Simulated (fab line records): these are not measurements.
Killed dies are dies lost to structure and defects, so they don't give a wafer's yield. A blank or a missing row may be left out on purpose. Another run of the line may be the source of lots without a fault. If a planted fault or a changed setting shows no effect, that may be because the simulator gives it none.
A struck lot beside a sound one / flow n5Finfet / 15 steps out of a route of 1938
Sound: wafers L453.2, L453.4, L453.6. Struck: wafers L461.1, L461.5, L461.6. The cause is named last.
For every step that has rows: the tool of each side, followed by ch and its chambers, followed by its first start. Under that, the readings that differ: sound wafers / struck wafers / difference of the means / sigmas: that difference in standard deviations of wafers without a fault.
alike: same words and numbers on both sides, and readings whose means sit less than 2 such deviations apart. not compared: any withheld reading, any reading some wafer has no value for, any bound like >300 that may hide the same value, and any number with overlapping values for which the record gives no deviation.
The two part at a step that has a row with sigmas, a row that says differs or no value, or rows on one side only. Numbers that have no deviation but don't overlap get no sigmas and don't part them. A reading missing from all wafers of one side parts the sides only when that side holds two or more wafers.

N5_BEOL_M11_CMP_52: polishes, stops on SiCOH lowk, t overpolish 7 s, target thk 140 nm.
  sound on cmp-01 ch 1,3, day 10 02:02; struck on cmp-01 ch 0,1,2, day 11 04:39
  alike: barrierFieldEndpointS, edgeZonePressureFrac, motorCurrentA, overpolishRunS, timeToEndpointS
N5_BEOL_M11_THK_MEAS_53: measures by xrf.
  struck on filmMetro-01, day 11 04:53; sound on filmMetro-01, day 10 02:20
  alike: M11_THK
then, 1 step without rows for these wafers: N5_BEOL_M11_PRE_CLEAN_55 (time 15 s).
N5_BEOL_M11_DEP_56: deposits SiCN from 3MS/NH3, target thk 30 nm, time 10.5 s.
  sound on pecvd-03 ch 0,2, day 10 02:23; struck on pecvd-01 ch 1,2, day 11 04:57
  alike: showerheadPlenumPTorr, throttleValvePct
N5_BEOL_M11_RS_MEAS_57: measures by four-point-probe.
  struck on filmMetro-01, day 11 05:01; sound on filmMetro-01, day 10 02:28
  alike: M11_RS
N5_BEOL_M11_INSPECT_58: inspects for defects (darkfield).
  struck on defectInspect-01, day 11 05:02; sound on defectInspect-02, day 10 02:29
  alike: rawDefectCount
N5_BEOL_M12_ILD_DEP_00: deposits SiOC from DEMS/O2, target thk 658.92 nm, time 130.7 s.
  sound on pecvd-04 ch 0,1, day 10 02:31; struck on pecvd-01 ch 0,1, day 11 05:04
  alike: heaterPowerW, showerheadPlenumPTorr, throttleValvePct
N5_BEOL_M12_THK_MEAS_01:
  struck on filmMetro-02, day 11 05:12; sound on filmMetro-02, day 10 02:42
  alike: M12_ILD_THK
then, 4 steps without rows for these wafers: N5_BEOL_M12_COAT_58 (time 60 s, resist thk 89 nm); N5_BEOL_M12_COAT_04 (resist thk 400 nm); N5_BEOL_M12_EBR_06; N5_BEOL_M12_SOFTBAKE_05 (time 60 s).
N5_BEOL_M12_EXPOSE_07: exposes mask V11.
  sound on krfScanner-02 ch 0, day 10 02:50; struck on krfScanner-02 ch 0, day 11 05:28
reading=exposureDoseMJCm2; sound=32.52 32.47 32.49; struck=30.98 30.93 31.00; difference=-1.52; sigmas=-49
  alike: mask
then, 1 step without rows for these wafers: N5_BEOL_M12_PEB_08 (peb time 90 s).
N5_PASSIVATION_PROBE_49:
  only the struck wafers here have rows in the record (prober-02, day 12 14:36); the sound ones have none

WHERE THEY PART
First at N5_BEOL_M12_EXPOSE_07; last, within this record, at N5_PASSIVATION_PROBE_49.

WHY: what the simulator had put in
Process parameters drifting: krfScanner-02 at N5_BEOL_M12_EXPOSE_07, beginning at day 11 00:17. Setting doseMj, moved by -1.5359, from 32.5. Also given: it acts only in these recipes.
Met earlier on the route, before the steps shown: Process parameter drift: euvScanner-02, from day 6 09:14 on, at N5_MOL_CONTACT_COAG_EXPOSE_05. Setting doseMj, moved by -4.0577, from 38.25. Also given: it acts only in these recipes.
